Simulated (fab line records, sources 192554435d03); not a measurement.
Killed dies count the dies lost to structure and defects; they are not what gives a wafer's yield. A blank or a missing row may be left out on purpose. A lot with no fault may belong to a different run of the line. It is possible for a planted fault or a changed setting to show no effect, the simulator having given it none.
Split-lot study | flow n5Finfet | route with 1938 steps; 7 lots, 21 wafers read

## THE SPLIT ITSELF
At N5_BEOL_M8_ETCH_66 (etches SOC in N2/H2, target depth 80 nm, overetch 16 nm, time 120 s), the setting biasW was moved away from the recipe's 150 W on 7 of the 21 wafers read, by -11.4% to +14.0%. This setting was run at the recipe's value on the other wafers.

The split's own step is where the reading is taken.

## THE READING
rfVppV, in V, at N5_BEOL_M8_ETCH_66 (etches SOC in N2/H2, target depth 80 nm, overetch 16 nm, time 120 s). On this fab line, fault-free wafers typically give 523.5 V with a standard deviation of 1.8 V.

wafer  | tool, chamber at the split | biasW as run, W | against the recipe | rfVppV, V | against lot-mates on the recipe
L074.1 | rieDiel-04, 0              | 150             | recipe             | 525.9     | -
L074.2 | rieDiel-04, 1              | 171             | +14.0%             | 566.9     | +40.9
L074.5 | rieDiel-04, 3              | 150             | recipe             | 526.2     | -
L077.4 | rieDiel-04, 0              | 150             | recipe             | 525.8     | -
L077.5 | rieDiel-04, 2              | 150             | recipe             | 523.0     | -
L077.6 | rieDiel-04, 3              | 150             | recipe             | 524.9     | -
L076.3 | rieDiel-01, 2              | 140             | -6.7%              | 504.5     | -18.5
L076.4 | rieDiel-01, 1              | 150             | recipe             | 523.7     | -
L076.6 | rieDiel-01, 0              | 150             | recipe             | 522.4     | -
L078.2 | rieDiel-05, 3              | 150             | recipe             | 521.9     | -
L078.3 | rieDiel-05, 0              | 165.2           | +10.1%             | 561.4     | +39.5
L078.6 | rieDiel-05, 1              | 165.2           | +10.1%             | 556.9     | +35.0
L086.1 | rieDiel-01, 3              | 150             | recipe             | 522.9     | -
L086.2 | rieDiel-01, 2              | 132.9           | -11.4%             | 486.7     | -36.2
L086.3 | rieDiel-01, 1              | 132.9           | -11.4%             | 485.1     | -37.8
L087.2 | rieDiel-05, 1              | 150             | recipe             | 523.4     | -
L087.5 | rieDiel-05, 3              | 158.5           | +5.7%              | 538.0     | +13.4
L087.6 | rieDiel-05, 2              | 150             | recipe             | 525.8     | -
L091.2 | rieDiel-04, 1              | 150             | recipe             | 522.7     | -
L091.3 | rieDiel-04, 3              | 150             | recipe             | 525.4     | -
L091.4 | rieDiel-04, 2              | 150             | recipe             | 523.5     | -

FIT RESULTS
A straight line over all 21 wafers: rfVppV changes by +3.24 V for each +1% of biasW; r = +0.99; the points scatter about the line by 2.1 V.
The same after taking each lot's own level away (the mean of its wafers on the recipe; 21 wafers): +3.21 V for each +1%; r = +0.99; scatter 2.5 V.
Per that fit: largest biasW move, reading shift of 45 V.
The span of the lots' own levels, 521.90 to 526.05 V, comes to 2.3 times the standard deviation stated above.
So the lot-to-lot level changes the slope little: the two slopes agree.
Check: for one of the wafers moved furthest among these (+14.0%), held out of the fit, the line's prediction against its lot-mates is +46.8 V. Against them it came out at +40.9 V.
Tool readings at the split's step, against how far the setting was moved: rfVppV r = +0.99.

## OTHER SPLITS APPLIED TO THESE WAFERS
Note: prior to the reading, these wafers also went through further splits. Each is held against what the fit with the lots' levels taken away leaves over:
other split on the same wafers | wafers away from the commonest value | r with rfVppV (lot level and that fit taken away)
N5_BEOL_M7_COAT_71 spinRpm     | 10                                   | +0.07
N5_BEOL_M8_EXPOSE_25 doseMj    | 7                                    | +0.04

## THE WHOLE CHAIN: every reading that the file lists as answering this split, in the file's order
step               | what it does                                                        | reading                                                                         | change (the file's fit)                | r (the file's)
N5_BEOL_M8_ETCH_66 | etches SOC in N2/H2, target depth 80 nm, overetch 16 nm, time 120 s | rfVppV                                                                          | +3.11 V for each +1% of the setting    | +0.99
N5_BEOL_M8_ETCH_66 | etches SOC in N2/H2, target depth 80 nm, overetch 16 nm, time 120 s | SiARC_of_BEOL_M8_COAT_64.thkNm (the simulator's own value, which no gauge read) | -0.0676 nm for each +1% of the setting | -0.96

## FILE'S OWN FIT
rfVppV changes by +3.11 V for each +1% of biasW, r = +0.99.
